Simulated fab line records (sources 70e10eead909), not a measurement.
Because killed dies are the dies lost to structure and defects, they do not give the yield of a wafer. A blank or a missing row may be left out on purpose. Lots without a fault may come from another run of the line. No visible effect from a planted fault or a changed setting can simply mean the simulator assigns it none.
Chamber matching :: flow nand_harc :: NHARC_A_BLC_STRIP_21 on rie_diel-10: 4 sister chambers
The step strips in O2. 4 wafers are shown with their chamber, then 9 later ones without.

WAFERS PAIRED WITH THEIR CHAMBERS
wafer: L079.3
chamber: 0
showerhead_plenum_p_Torr (Torr): 3.54

wafer: L086.1
chamber: 3
showerhead_plenum_p_Torr (Torr): 3.57

wafer: L086.2
chamber: 2
showerhead_plenum_p_Torr (Torr): 3.62

wafer: L086.5
chamber: 1
showerhead_plenum_p_Torr (Torr): 3.36

WAFERS WITHOUT THEIR CHAMBER
wafer: L092.2
showerhead_plenum_p_Torr (Torr): 3.54

wafer: L092.3
showerhead_plenum_p_Torr (Torr): 3.35

wafer: L092.4
showerhead_plenum_p_Torr (Torr): 3.57

wafer: L093.1
showerhead_plenum_p_Torr (Torr): 3.35

wafer: L093.3
showerhead_plenum_p_Torr (Torr): 3.57

wafer: L093.4
showerhead_plenum_p_Torr (Torr): 3.54

wafer: L096.1
showerhead_plenum_p_Torr (Torr): 3.62

wafer: L096.2
showerhead_plenum_p_Torr (Torr): 3.57

wafer: L096.5
showerhead_plenum_p_Torr (Torr): 3.54

WHICH CHAMBER EACH ONE RAN IN
wafer: L092.2
from the rows above: 0
in truth: 0

wafer: L092.3
from the rows above: 1
in truth: 1

wafer: L092.4
from the rows above: 3
in truth: 3

wafer: L093.1
from the rows above: 1
in truth: 1

wafer: L093.3
from the rows above: 3
in truth: 3

wafer: L093.4
from the rows above: 0
in truth: 0

wafer: L096.1
from the rows above: 2
in truth: 2

wafer: L096.2
from the rows above: 3
in truth: 3

wafer: L096.5
from the rows above: 0
in truth: 0
9 of 9 placed correctly. Can't be placed from these rows: 0. Number placed wrongly: 0.
How it was worked out, from the rows above alone: a wafer's distance from a chamber is the root of the sum, over the readings, of the square of ((its reading less the chamber's mean) divided by the reading's scatter). The wafer belongs to the nearest chamber; if the next one is less than 2 further off, it can't be placed. Each chamber's mean is taken over the wafers shown for it. The scatter: with one shown wafer a chamber, the root of the mean of the squares of how far each hidden wafer lies from its nearest shown one.
